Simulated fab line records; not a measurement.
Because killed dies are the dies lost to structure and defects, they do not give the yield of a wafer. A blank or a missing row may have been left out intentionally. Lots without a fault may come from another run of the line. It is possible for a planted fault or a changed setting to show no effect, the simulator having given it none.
Code-filled problem report in 8D (eight disciplines) form | flow nand-harc | the parts of the form that need people (team, actions taken, sign-off) are left out

== 1. WHAT IS WRONG ==
Mean of exposure-dose-mJ-cm2 at NHARC_A_M0_EXPOSE_06: 80.47 across 9 wafers in 3 lots; on wafers with no fault it is 83.23 (standard deviation 0.079). That puts it -35 standard deviations away from the usual mean.
The step: exposes mask A M0, target cd 80 nm.
First seen on wafer L524.3, day 27 00:14, on arfi-scanner-03. Wafers with a number at this step in the record: 39, from 13 lots. The rule behind "out" and "out of limits": a value lying over 4 standard deviations away from the usual mean. The rest of the wafers with a number are treated as sound.

== 2. WHAT IT IS, AND WHAT IT ISN'T ==
question                    | is                     | is not
which readings at this step | exposure-dose-mJ-cm2   | -
which lots                  | L524, L525, L529       | L515, L516, L517, L519, L520, L521, L522, L532, L533, L536
which wafers of those lots  | all that have a number | -
read on which tools         | arfi-scanner-03        | arfi-scanner-01, arfi-scanner-02
when                        | from day 27 00:14      | up to then (21 sound wafers); but 9 sound wafers of L532, L533, L536 came after

== 3. WHAT RULES OUT EACH SUSPECT ==
Counting: a tool stays on the suspect list if, at a process step up to the reading, it processed all lots that are out and no sound lot following the first of them.
- arfi-scanner-03 at NHARC_A_M0_EXPOSE_06 (exposes mask A M0, target cd 80 nm): kept. All lots that are out passed through it, beginning with L524 at day 27 00:14, and no sound lot followed; its final sound lot before that point was L522 at day 26 11:16. Out on those wafers are its own readings of exposure-dose-mJ-cm2.
Left after counting: arfi-scanner-03 at NHARC_A_M0_EXPOSE_06.

== 4. THE CAUSE (what the simulator had put in) ==
Drift in process parameters on arfi-scanner-03 at NHARC_A_M0_EXPOSE_06, starting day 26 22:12. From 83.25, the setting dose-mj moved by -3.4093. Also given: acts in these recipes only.
After counting, this tool was the only one left.

== 5. THE EFFECT CHAIN, in route order ==
Each row: a reading where the mean over the struck wafers with a number is more than 3 standard deviations away from the usual. Readings are gone through only where the record gives a usual standard deviation; hours: the median, over the lots, of the time from a lot's start at the first step in this table giving one to that lot's start at this step; sigmas: the change measured in usual standard deviations.
hours | step                 | reading              | usual | on struck wafers | change | sigmas
0     | NHARC_A_M0_EXPOSE_06 | exposure-dose-mJ-cm2 | 83.23 | 80.47            | -2.76  | -35
The process steps in it:
- NHARC_A_M0_EXPOSE_06: exposes mask A M0, target cd 80 nm.
At these later measuring or inspecting steps, every struck wafer for which the step has a row has a number for every such reading, and none has moved that far: NHARC_END_SORT_01.

== 6. HOW IT WOULD HAVE BEEN CAUGHT EARLIER ==
2 hours passed between the start of the fault at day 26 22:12 and the first reading out of limits in this record, taken at day 27 00:14.
